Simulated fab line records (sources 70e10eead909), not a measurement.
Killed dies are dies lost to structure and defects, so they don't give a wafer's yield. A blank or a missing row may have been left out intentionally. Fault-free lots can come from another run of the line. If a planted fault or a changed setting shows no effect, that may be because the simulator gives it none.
Which of the tools did it?    flow nandHarc    14 lots, 42 wafers sampled, at 3 steps of a route of 1159

WHAT THE GAUGES READ, wafer by wafer
NHARC_P_CONTACT_CD_MEAS_19. Usual: cdNm 90.1 nm, standard deviation 1.2.
lot   measured      on        cdNm (nm)       flag
L329  day 5 14:13   cdSem-03  89.4 89.8 91.0  
L330  day 5 22:52   cdSem-01  88.0 89.7 89.4  
L331  day 6 11:00   cdSem-02  88.7 91.2 89.3  
L332  day 6 11:10   cdSem-02  91.2 90.4 90.9  
L338  day 7 22:55   cdSem-02  88.4 90.1 91.2  
L340  day 8 08:59   cdSem-02  90.6 91.5 91.4  
L339  day 8 09:13   cdSem-01  88.3 91.5 90.3  
L344  day 9 10:05   cdSem-02  88.9 88.3 89.2  
L343  day 9 11:59   cdSem-03  91.7 91.4 91.6  
L345  day 9 16:24   cdSem-01  89.3 88.9 90.8  
L347  day 10 00:49  cdSem-03  88.7 89.7 89.9  
L350  day 10 17:29  cdSem-03  91.9 91.2 90.4  
L349  day 10 18:06  cdSem-03  90.5 90.2 90.1  
L351  day 11 06:31  cdSem-02  91.4 89.9 90.9  

NHARC_P_M0_OVL_MEAS_10: pitch 180 nm. Usual: overlayXNm -0.1 nm, standard deviation 0.71; overlayYNm 0.1 nm, standard deviation 0.77.
lot   measured      on          overlayXNm (nm)  overlayYNm (nm)  flag
L329  day 5 20:15   overlay-01  0.3 -0.6 -0.1    0.3 0.6 0.0      
L330  day 6 11:04   overlay-02  -1.0 -0.6 -0.2   0.7 0.3 0.4      
L331  day 6 14:12   overlay-02  -0.8 -0.5 -0.8   1.0 0.9 1.1      
L332  day 6 14:42   overlay-02  0.6 0.5 0.6      0.4 0.7 1.5      
L338  day 8 02:03   overlay-01  -0.5 0.0 -0.6    -0.7 -1.0 -0.3   
L340  day 8 13:11   overlay-01  -0.2 -0.4 -0.1   0.5 -0.2 -0.9    
L339  day 8 13:32   overlay-02  0.4 -0.1 0.0     0.5 0.3 0.4      
L344  day 9 21:27   overlay-01  0.6 0.5 0.3      -0.1 -0.2 -0.9   
L343  day 9 22:00   overlay-02  -0.6 -1.1 -0.2   1.1 0.9 0.9      
L345  day 9 22:32   overlay-01  0.7 0.5 0.6      -1.5 -1.3 -1.6   
L347  day 10 04:01  overlay-02  -0.8 -1.0 -0.3   0.2 0.4 0.4      
L350  day 11 00:03  overlay-01  -1.0 -1.0 -0.8   -0.9 -0.8 -0.9   
L349  day 10 23:54  overlay-02  0.2 0.0 0.1      -1.2 -0.8 -0.6   
L351  day 11 09:43  overlay-02  0.3 -0.1 -0.2    0.1 0.0 -0.8     

EACH LOT AND THE TOOL THAT RAN IT (in order: tool; ch and the chambers of the sampled wafers; start)
lot   NHARC_P_M0_PEB_07
L329  lithoTrack-01 ch 0, day 5 20:05
L330  lithoTrack-04 ch 0, day 6 10:53
L331  lithoTrack-04 ch 0, day 6 14:02
L332  lithoTrack-06 ch 0, day 6 14:32
L338  lithoTrack-06 ch 0, day 8 01:53
L340  lithoTrack-06 ch 0, day 8 13:00
L339  lithoTrack-06 ch 0, day 8 13:22
L344  lithoTrack-04 ch 0, day 9 21:17
L343  lithoTrack-04 ch 0, day 9 21:50
L345  lithoTrack-01 ch 0, day 9 22:22
L347  lithoTrack-01 ch 0, day 10 03:52
L350  lithoTrack-01 ch 0, day 10 23:53
L349  lithoTrack-01 ch 0, day 10 23:44
L351  lithoTrack-01 ch 0, day 11 09:33
- NHARC_P_M0_PEB_07: peb time 65 s.

AS READ BY THE TOOLS THEMSELVES (means over the sampled wafers that have a number; for cases with no such wafer, the mark the record gives instead)
NHARC_P_M0_PEB_07. Usual: chillPlateTempC 23.01 C, standard deviation 0.095; heaterPowerTotalW 156.6 W, standard deviation 0.42; plateTempC 99.98 C, standard deviation 0.14.
lot   tool           chillPlateTempC (C)  heaterPowerTotalW (W)  plateTempC (C)  flag
L329  lithoTrack-01  23.10                156.9                  100.04          
L330  lithoTrack-04  23.07                156.9                  99.88           
L331  lithoTrack-04  22.98                156.7                  100.04          
L332  lithoTrack-06  23.05                156.2                  99.77           
L338  lithoTrack-06  23.08                148.8                  96.17           OFF
L340  lithoTrack-06  22.97                148.1                  96.32           OFF
L339  lithoTrack-06  22.93                148.3                  96.08           OFF
L344  lithoTrack-04  22.94                156.9                  99.78           
L343  lithoTrack-04  22.94                156.7                  100.24          
L345  lithoTrack-01  22.95                156.5                  99.82           
L347  lithoTrack-01  23.08                156.2                  100.17          
L350  lithoTrack-01  23.02                156.9                  99.91           
L349  lithoTrack-01  23.03                156.3                  99.98           
L351  lithoTrack-01  23.01                156.4                  100.10          

THE ANSWER, worked out from the rows above alone
Rule: a lot is off if the mean of its wafers that have a number lies more than 3 standard deviations from the usual mean. A lot without any number at a reading at which 4 lots or more have one is off too. The other lots that the step has rows for count as sound. Order of review: gauges by route order, followed by the tools' own readings, for which a lot's mean as printed above is used. At the first step where some lot is off, the reading lying furthest off is the one used; lots without a number count as furthest.
Off at NHARC_P_M0_PEB_07 (plateTempC): L338, L340, L339.
If a tool, at that step or one of the process steps before it, ran each lot that is off and ran no sound lot following the first of them, it fits. One fits: lithoTrack-06 at NHARC_P_M0_PEB_07. A fault onset in the window from L332 (day 6 14:32, its last sound lot) to L338 (day 8 01:53, its first lot off) fits.
The tool's own readings at NHARC_P_M0_PEB_07 bear it out: on the lots that are off they differ by more than 5 times the standard deviation of the sound lots' means. heaterPowerTotalW reads 148.4 W there against 156.6 W on the sound lots; plateTempC reads 96.19 C there against 99.98 C on the sound lots.

WHAT THE SIMULATOR HAD PUT IN
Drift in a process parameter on lithoTrack-06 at NHARC_P_M0_PEB_07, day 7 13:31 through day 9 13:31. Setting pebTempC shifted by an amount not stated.
Lots struck among those shown: L338, L340, L339. The same result came from the rule above.
